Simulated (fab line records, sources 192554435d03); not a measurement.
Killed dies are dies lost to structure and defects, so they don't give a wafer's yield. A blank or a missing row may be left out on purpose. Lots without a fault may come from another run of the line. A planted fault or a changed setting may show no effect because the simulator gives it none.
Split-lot experiment | flow n5_finfet | 7 lots, 39 wafers read, on a route of 1938 steps

THE SPLIT
At N5_BEOL_M10_TRENCH_ETCH_37 (etches SiCOH lowk in C4F6/O2, target depth 148.83 nm, time 48 s), the setting time_s was moved away from the recipe's 48 s on 6 of the 39 wafers read, by +36.1% to +41.8%. The other wafers ran this setting at the recipe's value.

FROM THE SPLIT TO THE READING: what the file shows between them, 11 steps
- N5_BEOL_M10_ETCH_41: etches SiCN in CH3F/O2, target depth 42.6 nm, time 86 s
- N5_BEOL_M10_STRIP_77: strips in N2/H2, time 10 s
- N5_BEOL_M10_OCD_MEAS_38
- N5_BEOL_M10_HM_STRIP_39: strips TiN in peroxide tin strip, target depth 25 nm, time 158 s
- N5_BEOL_M10_SRD_40: time 30 s
- N5_BEOL_M10_ECD_50: material Cu, target thk 318 nm
- N5_BEOL_M10_ANNEAL_51: time 90 s
- N5_BEOL_M10_CMP_52: polishes, stops on SiCOH lowk, t overpolish 7 s, target thk 140 nm
- N5_BEOL_M10_THK_MEAS_53: measures by xrf
- N5_BEOL_M10_PRE_CLEAN_55: time 15 s
- N5_BEOL_M10_DEP_56: deposits SiCN from 3MS/NH3, target thk 15 nm, time 26.5 s

THE READING
M10_RS, in ohm/sq, at N5_BEOL_M10_RS_MEAS_57 (measures by four-point-probe). Fault-free wafers of this fab line usually give 0.1502 ohm/sq, standard deviation 0.0028 ohm/sq.

wafer  | tool, chamber at the split | time_s as run, s | against the recipe | M10_RS, ohm/sq | against lot-mates on the recipe
L079.1 | rie_diel-04, 2             | 68.07            | +41.8%             | 0.0965         | -0.0510
L079.2 | rie_diel-04, 1             | 68.07            | +41.8%             | 0.1024         | -0.0451
L079.3 | rie_diel-04, 3             | 68.07            | +41.8%             | 0.0994         | -0.0481
L079.4 | rie_diel-04, 0             | 48               | recipe             | 0.1466         | -
L079.5 | rie_diel-04, 2             | 48               | recipe             | 0.1437         | -
L079.6 | rie_diel-04, 1             | 48               | recipe             | 0.1522         | -
L081.1 | rie_diel-06, 3             | 48               | recipe             | 0.1462         | -
L081.2 | rie_diel-06, 0             | 48               | recipe             | 0.1525         | -
L081.3 | rie_diel-06, 1             | 48               | recipe             | 0.1525         | -
L081.4 | rie_diel-06, 2             | 48               | recipe             | 0.1527         | -
L081.5 | rie_diel-06, 3             | 48               | recipe             | 0.1470         | -
L081.6 | rie_diel-06, 0             | 48               | recipe             | 0.1531         | -
L086.1 | rie_diel-02, 1             | 48               | recipe             | 0.1505         | -
L086.2 | rie_diel-02, 2,0           | 48               | recipe             | 0.1514         | -
L086.3 | rie_diel-02, 3             | 48               | recipe             | 0.1483         | -
L086.4 | rie_diel-02, 0             | 48               | recipe             | 0.1504         | -
L086.5 | rie_diel-02, 1             | 48               | recipe             | 0.1498         | -
L086.6 | rie_diel-02, 2,0           | 48               | recipe             | 0.1501         | -
L085.1 | rie_diel-04, 2             | 48               | recipe             | 0.1474         | -
L085.2 | rie_diel-04, 0             | 65.35            | +36.1%             | 0.1052         | -0.0426
L085.3 | rie_diel-04, 3             | 65.35            | +36.1%             | 0.1070         | -0.0408
L085.4 | rie_diel-04, 0             | 48               | recipe             | 0.1498         | -
L085.5 | rie_diel-04, 2             | 48               | recipe             | 0.1463         | -
L085.6 | rie_diel-04, 3             | 65.35            | +36.1%             | 0.1054         | -0.0424
L087.1 | rie_diel-06, 2             | 48               | recipe             | 0.1523         | -
L087.2 | rie_diel-06, 3             | 48               | recipe             | 0.1451         | -
L087.3 | rie_diel-06, 1             | 48               | recipe             | 0.1535         | -
L087.4 | rie_diel-06, 3             | 48               | recipe             | 0.1469         | -
L087.5 | rie_diel-06, 1             | 48               | recipe             | 0.1548         | -
L087.6 | rie_diel-06, 2             | 48               | recipe             | 0.1530         | -
L091.1 | rie_diel-02, 3             | 48               | recipe             | 0.1481         | -
L091.2 | rie_diel-02, 0             | 48               | recipe             | 0.1526         | -
L091.3 | rie_diel-02, 2             | 48               | recipe             | 0.1517         | -
L091.4 | rie_diel-02, 1             | 48               | recipe             | 0.1499         | -
L091.5 | rie_diel-02, 3             | 48               | recipe             | 0.1500         | -
L091.6 | rie_diel-02, 2             | 48               | recipe             | 0.1521         | -
L094.1 | rie_diel-04, 0             | 48               | recipe             | 0.1503         | -
L094.3 | rie_diel-04, 1             | 48               | recipe             | 0.1470         | -
L094.4 | rie_diel-04, 3             | 48               | recipe             | 0.1489         | -
Where a row lists several chambers, the file gives one row for several wafers and doesn't say which wafer went through which chamber.

THE FIT
A straight line over all 39 wafers: M10_RS changes by -0.00121 ohm/sq for each +1% of time_s; r = -0.99; the points scatter about the line by 0.0027 ohm/sq.
The same after taking each lot's own level away (the mean of its wafers on the recipe; 39 wafers): -0.00115 ohm/sq for each +1%; r = -0.99; scatter 0.0024 ohm/sq.
On that fit, the largest move of time_s shifts the reading by 0.048 ohm/sq.
The lots' own levels span 0.14750 to 0.15093 ohm/sq, that is 1.2 times the standard deviation above.
So the lot-to-lot level changes the slope little: the two slopes agree.
Check: with one of the wafers moved furthest among these (+41.8%) left out of the fit, the line predicts -0.0476 ohm/sq for it against its lot-mates. It came out at -0.051 ohm/sq against them.

THE WHOLE CHAIN: every reading that the file lists as answering this split, in the file's order
step                       | what it does                                                       | reading                                                                           | change (the file's fit)                | r (the file's)
N5_BEOL_M10_TRENCH_ETCH_37 | etches SiCOH lowk in C4F6/O2, target depth 148.83 nm, time 48 s    | BEOL_M10.feature_depth_nm (the simulator's own value, which no gauge read)        | +1.47 nm for each +1% of the setting   | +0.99
N5_BEOL_M10_TRENCH_ETCH_37 | etches SiCOH lowk in C4F6/O2, target depth 148.83 nm, time 48 s    | etch.depth_nm (the simulator's own value, which no gauge read)                    | +1.47 nm for each +1% of the setting   | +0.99
N5_BEOL_M10_TRENCH_ETCH_37 | etches SiCOH lowk in C4F6/O2, target depth 148.83 nm, time 48 s    | TiN_of_BEOL_M10_HM_DEP_02.thk_nm (the simulator's own value, which no gauge read) | -0.0403 nm for each +1% of the setting | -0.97
N5_BEOL_M10_OCD_MEAS_38    |                                                                    | trench_depth_nm                                                                   | +1.46 nm for each +1% of the setting   | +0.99
N5_BEOL_M10_CMP_52         | polishes, stops on SiCOH lowk, t overpolish 7 s, target thk 140 nm | Cu_of_BEOL_M10_ECD_50.thk_nm (the simulator's own value, which no gauge read)     | +1.46 nm for each +1% of the setting   | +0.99
N5_BEOL_M10_THK_MEAS_53    | measures by xrf                                                    | M10_THK                                                                           | +1.5 for each +1% of the setting       | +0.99
N5_BEOL_M10_RS_MEAS_57     | measures by four-point-probe                                       | M10_RS                                                                            | -0.00115 for each +1% of the setting   | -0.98

THE FILE'S OWN FIT
M10_RS changes by -0.00115 ohm/sq for each +1% of time_s, r = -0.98.
